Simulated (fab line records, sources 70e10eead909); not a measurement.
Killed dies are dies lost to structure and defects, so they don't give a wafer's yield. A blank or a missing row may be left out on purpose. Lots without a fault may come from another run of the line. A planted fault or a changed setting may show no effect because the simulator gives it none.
Problem report in the 8D (eight disciplines) form, filled by code | flow nand_harc | the parts of the form that need people (team, actions taken, sign-off) are left out

1. THE PROBLEM
run_length_s at NHARC_P_GATE_ETCHBACK_37 reads a mean of 47.7 s on 5 wafers of 3 lots; wafers without a fault read 38.4 s with a standard deviation of 0.34. That is +27 standard deviations from the usual mean.
The step: etches the open film in CHF3/O2, target depth 34.5 nm, time 17.2 s.
First seen on wafer L224.2, day 14 04:43, on rie_diel-13. The record holds 43 wafers of 15 lots with a number at this step. Rule for "out", or "out of limits": more than 4 standard deviations from the usual mean. The other wafers with a number count as sound.

2. WHAT IT IS AND WHAT IT IS NOT
question                    | is                                     | is not
which readings at this step | run_length_s                           | chf3_flow_sccm, drypump_motor_current_A, oes_product_au, rf_vpp_V, showerhead_plenum_p_Torr, throttle_valve_pct
which lots                  | L224, L225, L226                       | L206, L208, L209, L210, L211, L212, L213, L214, L215, L216, L218, L219
which wafers of those lots  | L224.2, L225.2, L225.5, L226.2, L226.5 | L224.1, L224.3
read on which tools         | rie_diel-13                            | rie_diel-02, rie_diel-09
when                        | from day 14 04:43                      | up to then (38 sound wafers)

3. SUSPECTS, AND WHAT RULES EACH OUT
Counting: a tool at a process step up to the reading stays a suspect if it ran every lot that is out. Sound lots after the first of them don't rule it out here, since some wafers of a struck lot are sound.
- rie_diel-13 at NHARC_P_GATE_ETCHBACK_37 (etches the open film in CHF3/O2, target depth 34.5 nm, time 17.2 s): kept. It ran every lot that is out, first L224 (day 14 04:43); its last sound lot up to then is L219 (day 11 13:06). Its own readings are out on those wafers: run_length_s.
Left after counting: rie_diel-13 at NHARC_P_GATE_ETCHBACK_37.

4. THE CAUSE (what the simulator had put in)
Process parameter drift: rie_diel-13, from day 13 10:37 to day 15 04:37, at NHARC_P_GATE_ETCHBACK_37. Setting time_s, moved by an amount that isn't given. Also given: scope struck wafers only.
Counting left only this tool.

5. THE CHAIN OF EFFECTS, in route order
Each row: a reading whose mean over the struck wafers that have a number lies more than 3 standard deviations from the usual. Only readings for which the record gives a usual standard deviation are gone through. hours: the time from each lot's start at the first step in this table that gives one to its start at this step, as a median over the lots. sigmas: the change in usual standard deviations.
hours | step                     | reading      | usual  | on struck wafers | change | sigmas
0     | NHARC_P_GATE_ETCHBACK_37 | run_length_s | 38.4 s | 47.7             | +9.3   | +27
The process steps in it:
- NHARC_P_GATE_ETCHBACK_37: etches the open film in CHF3/O2, target depth 34.5 nm, time 17.2 s.

6. WHAT WOULD HAVE CAUGHT IT SOONER
In this record the first reading out of limits was taken at day 14 04:43, 18 hours after the fault began at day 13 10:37.
